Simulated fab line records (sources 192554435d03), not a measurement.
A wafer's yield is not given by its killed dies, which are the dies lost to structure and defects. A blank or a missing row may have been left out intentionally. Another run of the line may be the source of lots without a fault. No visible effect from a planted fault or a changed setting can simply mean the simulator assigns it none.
Comparing a struck lot with a sound one    flow n5_finfet    36 steps out of a route of 1938
Sound: the wafers L546.1, L546.3, L546.5. Struck: wafers L551.2, L551.5. (L551.3 of the same lot was not struck and is left out.) The cause comes at the end.
Per side, at each step with rows, come the tool, then ch with its chambers, and then its first start. Under that, the readings that differ: sound wafers    struck wafers    difference of the means    sigmas: that difference in standard deviations of wafers without a fault.
alike: same words and numbers on both sides, and readings whose means sit less than 2 such deviations apart. not compared: any withheld reading, any reading some wafer has no value for, any bound like >300 that may hide the same value, and any number with overlapping values for which the record gives no deviation.
The two part at a step that has a row with sigmas, a row that says differs or no value, or rows on one side only. Numbers that have no deviation but don't overlap get no sigmas and don't part them. A reading that every wafer of one side lacks parts them only if that side has two wafers or more.

first, 9 steps without rows for these wafers: N5_BEOL_M4_ANNEAL_95 (time 240 s); N5_BEOL_M4_SPUTTER_96 (material Cu, target thk 4.5 nm, time 8.29 s); N5_BEOL_M4_ECD_50 (material Cu, target thk 300 nm); N5_BEOL_M4_ANNEAL_51 (time 90 s); N5_BEOL_M4_CMP_52 (polishes, stops on SiOC, t overpolish 6.8 s, target thk 40 nm); N5_BEOL_M4_PRE_CLEAN_60 (time 15 s); N5_BEOL_M4_CO_CAP_55 (material Co, precursor CCTBA/H2, target thk 2 nm, time 102.1 s); N5_BEOL_M4_PRE_CLEAN_56 (time 15 s); N5_BEOL_M4_DEP_57 (deposits SiCN from 3MS/NH3, target thk 8 nm, time 14 s).
N5_BEOL_M4_RC_MEAS_101:
  sound on prober-01 ch 0, day 10 01:20; struck on prober-01 ch 0, day 11 05:01
  alike: DIBL_N, DIBL_P, IOFF_N, IOFF_P, ION_N, ION_P, SS_N, SS_P, VT_N, VT_P
then, 24 steps without rows for these wafers: N5_BEOL_M5_ILD_DEP_00 (deposits SiCOH lowk from DEMS/porogen, target thk 140.64 nm, time 25.9 s); N5_BEOL_M5_CURE_79 (cures SiCOH lowk, time 240 s); N5_BEOL_M5_PECVD_70 (deposits SiO2 from TEOS/O2, target thk 16 nm, time 18 s); N5_BEOL_M5_HM_DEP_02 (deposits TiN, target thk 20 nm); N5_BEOL_M5_COAT_59 (time 60 s, resist thk 60 nm); N5_BEOL_M5_COAT_60 (time 60 s, resist thk 12 nm); N5_BEOL_M5_COAT_71 (time 60 s, resist thk 5 nm); N5_BEOL_M5_COAT_05 (resist thk 30 nm); N5_BEOL_M5_EBR_07; N5_BEOL_M5_SOFTBAKE_06 (time 60 s); N5_BEOL_M5_EXPOSE_08 (exposes mask M5, target cd 28 nm); N5_BEOL_M5_PEB_09 (peb time 60 s); N5_BEOL_M5_DEVELOP_10 (develop time 30 s); N5_BEOL_M5_DESCUM_16 (chemistry O2, time 7 s); N5_BEOL_M5_ETCH_72 (etches underlayer in N2/H2, target depth 6.5 nm, time 5.2 s); N5_BEOL_M5_ETCH_61 (etches SiARC in CF4, target depth 15.6 nm, time 26 s); N5_BEOL_M5_ETCH_62 (etches SOC in N2/H2, target depth 75 nm, overetch 15 nm, time 112.5 s); N5_BEOL_M5_STRIP_63 (strips in N2/H2); N5_BEOL_M5_STRIP_73 (strips in N2/H2); N5_BEOL_M5_STRIP_64 (strips in CF4); N5_BEOL_M5_HM_OPEN_17 (chemistry Cl2/BCl3, target TiN, target depth 20 nm, overetch 6 nm); N5_BEOL_M5_STRIP_19 (strips in O2); N5_BEOL_M5_COAT_65 (time 60 s, resist thk 60 nm); N5_BEOL_M5_COAT_66 (time 60 s, resist thk 12 nm).
-- the record jumps here: 5 days lie between the struck wafers' starts before and after (it left off in module BEOL_M5 and takes up again in module PASSIVATION, whose first step shown is number 1915 of the route) --
N5_PASSIVATION_PECVD_53: deposits SiO2 from TEOS/O2, target thk 800 nm, time 169.4 s.
  sound on pecvd-03 ch 0,2, day 14 10:59; struck on pecvd-03 ch 1, day 15 17:58
reading                                         sound              struck       difference  sigmas
run_length_s (s)                                197.2 197.8 197.2  206.4 207.1  +9.3        +16
model.SiO2_of_PASSIVATION_PECVD_53.thk_nm (nm)  809.4 799.8 813.2  832.6 847.2  +32.4       
  not compared: since_wet_clean_h
N5_PASSIVATION_PROBE_49:
  record: rows for the struck wafers here (prober-01, day 15 21:49), none for the sound ones

## WHERE THEY PART
At N5_PASSIVATION_PECVD_53 first; at N5_PASSIVATION_PROBE_49 last (within this record only).

WHY: what had been put in by the simulator
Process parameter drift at N5_PASSIVATION_PECVD_53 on pecvd-03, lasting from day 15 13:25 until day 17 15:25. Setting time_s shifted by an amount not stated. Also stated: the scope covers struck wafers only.
